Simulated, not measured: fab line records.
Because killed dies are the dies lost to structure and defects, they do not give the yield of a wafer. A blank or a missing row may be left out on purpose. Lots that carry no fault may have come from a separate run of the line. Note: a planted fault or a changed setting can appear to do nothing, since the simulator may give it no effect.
Lot-split experiment || flow n5Finfet || 21 wafers read from 7 lots, route of 1938 steps

ON THE SPLIT
At N5_BEOL_M4_COAT_22 (resist thk 30 nm), the setting spinRpm was moved away from the recipe's 1500 rpm on 4 of the 21 wafers read, by -6.5% to +8.3%. This setting was run at the recipe's value on the other wafers.

FROM THE SPLIT TO THE READING: what the file shows between them, 2 steps
- N5_BEOL_M4_EBR_24
- N5_BEOL_M4_SOFTBAKE_23: time 60 s

THE READING
CAR-EUV_of_BEOL_M4_COAT_22.thkNm (the simulator's own value, which no gauge read), in nm, at N5_BEOL_M4_DESCUM_33 (chemistry O2, time 7 s). The file gives no usual value for it. Here, 17 wafers ran the recipe; their average is 26.1 nm with a standard deviation of 0.098 nm.

{"wafer": "L079.1", "tool, chamber at the split": "lithoTrack-01, 0", "spinRpm as run, rpm": 1500, "against the recipe": "recipe", "CAR-EUV_of_BEOL_M4_COAT_22.thkNm, nm": 26.2, "against lot-mates on the recipe": "-"}
{"wafer": "L079.2", "tool, chamber at the split": "lithoTrack-01, 0", "spinRpm as run, rpm": 1500, "against the recipe": "recipe", "CAR-EUV_of_BEOL_M4_COAT_22.thkNm, nm": 26.2, "against lot-mates on the recipe": "-"}
{"wafer": "L079.3", "tool, chamber at the split": "lithoTrack-01, 0", "spinRpm as run, rpm": 1500, "against the recipe": "recipe", "CAR-EUV_of_BEOL_M4_COAT_22.thkNm, nm": 26.2, "against lot-mates on the recipe": "-"}
{"wafer": "L078.3", "tool, chamber at the split": "lithoTrack-02, 0", "spinRpm as run, rpm": 1500, "against the recipe": "recipe", "CAR-EUV_of_BEOL_M4_COAT_22.thkNm, nm": 26.2, "against lot-mates on the recipe": "-"}
{"wafer": "L078.5", "tool, chamber at the split": "lithoTrack-02, 0", "spinRpm as run, rpm": 1500, "against the recipe": "recipe", "CAR-EUV_of_BEOL_M4_COAT_22.thkNm, nm": 26.2, "against lot-mates on the recipe": "-"}
{"wafer": "L078.6", "tool, chamber at the split": "lithoTrack-02, 0", "spinRpm as run, rpm": 1500, "against the recipe": "recipe", "CAR-EUV_of_BEOL_M4_COAT_22.thkNm, nm": 26.2, "against lot-mates on the recipe": "-"}
{"wafer": "L084.2", "tool, chamber at the split": "lithoTrack-02, 0", "spinRpm as run, rpm": 1431, "against the recipe": "-4.6%", "CAR-EUV_of_BEOL_M4_COAT_22.thkNm, nm": 26.6, "against lot-mates on the recipe": "+0.6"}
{"wafer": "L084.3", "tool, chamber at the split": "lithoTrack-02, 0", "spinRpm as run, rpm": 1431, "against the recipe": "-4.6%", "CAR-EUV_of_BEOL_M4_COAT_22.thkNm, nm": 26.8, "against lot-mates on the recipe": "+0.8"}
{"wafer": "L084.4", "tool, chamber at the split": "lithoTrack-02, 0", "spinRpm as run, rpm": 1500, "against the recipe": "recipe", "CAR-EUV_of_BEOL_M4_COAT_22.thkNm, nm": 26, "against lot-mates on the recipe": "-"}
{"wafer": "L086.1", "tool, chamber at the split": "lithoTrack-04, 0", "spinRpm as run, rpm": 1500, "against the recipe": "recipe", "CAR-EUV_of_BEOL_M4_COAT_22.thkNm, nm": 26, "against lot-mates on the recipe": "-"}
{"wafer": "L086.5", "tool, chamber at the split": "lithoTrack-04, 0", "spinRpm as run, rpm": 1500, "against the recipe": "recipe", "CAR-EUV_of_BEOL_M4_COAT_22.thkNm, nm": 26, "against lot-mates on the recipe": "-"}
{"wafer": "L086.6", "tool, chamber at the split": "lithoTrack-04, 0", "spinRpm as run, rpm": 1500, "against the recipe": "recipe", "CAR-EUV_of_BEOL_M4_COAT_22.thkNm, nm": 26.2, "against lot-mates on the recipe": "-"}
{"wafer": "L089.2", "tool, chamber at the split": "lithoTrack-01, 0", "spinRpm as run, rpm": 1402, "against the recipe": "-6.5%", "CAR-EUV_of_BEOL_M4_COAT_22.thkNm, nm": 27.2, "against lot-mates on the recipe": "+1.1"}
{"wafer": "L089.5", "tool, chamber at the split": "lithoTrack-01, 0", "spinRpm as run, rpm": 1500, "against the recipe": "recipe", "CAR-EUV_of_BEOL_M4_COAT_22.thkNm, nm": 26, "against lot-mates on the recipe": "-"}
{"wafer": "L089.6", "tool, chamber at the split": "lithoTrack-01, 0", "spinRpm as run, rpm": 1500, "against the recipe": "recipe", "CAR-EUV_of_BEOL_M4_COAT_22.thkNm, nm": 26.2, "against lot-mates on the recipe": "-"}
{"wafer": "L092.2", "tool, chamber at the split": "lithoTrack-01, 0", "spinRpm as run, rpm": 1500, "against the recipe": "recipe", "CAR-EUV_of_BEOL_M4_COAT_22.thkNm, nm": 26, "against lot-mates on the recipe": "-"}
{"wafer": "L092.3", "tool, chamber at the split": "lithoTrack-01, 0", "spinRpm as run, rpm": 1624, "against the recipe": "+8.3%", "CAR-EUV_of_BEOL_M4_COAT_22.thkNm, nm": 25, "against lot-mates on the recipe": -1.1}
{"wafer": "L092.6", "tool, chamber at the split": "lithoTrack-01, 0", "spinRpm as run, rpm": 1500, "against the recipe": "recipe", "CAR-EUV_of_BEOL_M4_COAT_22.thkNm, nm": 26.2, "against lot-mates on the recipe": "-"}
{"wafer": "L094.2", "tool, chamber at the split": "lithoTrack-04, 0", "spinRpm as run, rpm": 1500, "against the recipe": "recipe", "CAR-EUV_of_BEOL_M4_COAT_22.thkNm, nm": 26, "against lot-mates on the recipe": "-"}
{"wafer": "L094.5", "tool, chamber at the split": "lithoTrack-04, 0", "spinRpm as run, rpm": 1500, "against the recipe": "recipe", "CAR-EUV_of_BEOL_M4_COAT_22.thkNm, nm": 26, "against lot-mates on the recipe": "-"}
{"wafer": "L094.6", "tool, chamber at the split": "lithoTrack-04, 0", "spinRpm as run, rpm": 1500, "against the recipe": "recipe", "CAR-EUV_of_BEOL_M4_COAT_22.thkNm, nm": 26.2, "against lot-mates on the recipe": "-"}

THE FIT
A straight line over all 21 wafers: CAR-EUV_of_BEOL_M4_COAT_22.thkNm changes by -0.141 nm for each +1% of spinRpm; r = -0.97; the points scatter about the line by 0.11 nm.
The same after taking each lot's own level away (the mean of its wafers on the recipe; 21 wafers): -0.147 nm for each +1%; r = -0.98; scatter 0.087 nm.
The reading moves by 1.2 nm for the largest change in spinRpm, on that fit.
The lots' own levels span 26.00 to 26.20 nm, that is 2.0 times the standard deviation above.
Consequently the slope shifts little with the lot-to-lot level, the two slopes agreeing.
Check: for one of the wafers moved furthest among these (+8.3%), held out of the fit, the line's prediction against its lot-mates is -1.33 nm. It came out at -1.1 nm against them.

ADDITIONAL SPLITS CARRIED BY THESE WAFERS
Note: prior to the reading, these wafers also went through further splits. Each is held against what the fit with the lots' levels taken away leaves over:
{"other split on the same wafers": "N5_MOL_CONTACT_COAG_ETCH_124 biasW", "wafers away from the commonest value": 7, "r with CAR-EUV_of_BEOL_M4_COAT_22.thkNm (lot level and that fit taken away)": "+0.10"}
{"other split on the same wafers": "N5_BEOL_M0_SAQP_ETCH_84 timeS", "wafers away from the commonest value": 8, "r with CAR-EUV_of_BEOL_M4_COAT_22.thkNm (lot level and that fit taken away)": "+0.16"}
{"other split on the same wafers": "N5_BEOL_M1_ETCH_77 sourceW", "wafers away from the commonest value": 7, "r with CAR-EUV_of_BEOL_M4_COAT_22.thkNm (lot level and that fit taken away)": -0.03}
{"other split on the same wafers": "N5_BEOL_M1_TRENCH_ETCH_37 timeS", "wafers away from the commonest value": 8, "r with CAR-EUV_of_BEOL_M4_COAT_22.thkNm (lot level and that fit taken away)": "+0.05"}
{"other split on the same wafers": "N5_BEOL_M2_COAT_68 spinRpm", "wafers away from the commonest value": 4, "r with CAR-EUV_of_BEOL_M4_COAT_22.thkNm (lot level and that fit taken away)": -0.34}
{"other split on the same wafers": "N5_BEOL_M2_EXPOSE_25 doseMj", "wafers away from the commonest value": 7, "r with CAR-EUV_of_BEOL_M4_COAT_22.thkNm (lot level and that fit taken away)": -0.31}
{"other split on the same wafers": "N5_BEOL_M3_VIA_ETCH_34 biasW", "wafers away from the commonest value": 2, "r with CAR-EUV_of_BEOL_M4_COAT_22.thkNm (lot level and that fit taken away)": "+0.30"}
{"other split on the same wafers": "N5_BEOL_M4_ETCH_64 biasW", "wafers away from the commonest value": 8, "r with CAR-EUV_of_BEOL_M4_COAT_22.thkNm (lot level and that fit taken away)": -0.05}

THE WHOLE CHAIN: every reading that the file lists as answering this split, in the file's order
{"step": "N5_BEOL_M4_COAT_22", "what it does": "resist thk 30 nm", "reading": "CAR-EUV_of_BEOL_M4_COAT_22.thkNm (the simulator's own value, which no gauge read)", "change (the file's fit)": "-0.145 nm for each +1% of the setting", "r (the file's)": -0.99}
{"step": "N5_BEOL_M4_DESCUM_33", "what it does": "chemistry O2, time 7 s", "reading": "CAR-EUV_of_BEOL_M4_COAT_22.thkNm (the simulator's own value, which no gauge read)", "change (the file's fit)": "-0.148 nm for each +1% of the setting", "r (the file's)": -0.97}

THE FILE'S OWN FIT
CAR-EUV_of_BEOL_M4_COAT_22.thkNm changes by -0.148 nm for each +1% of spinRpm, r = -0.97.
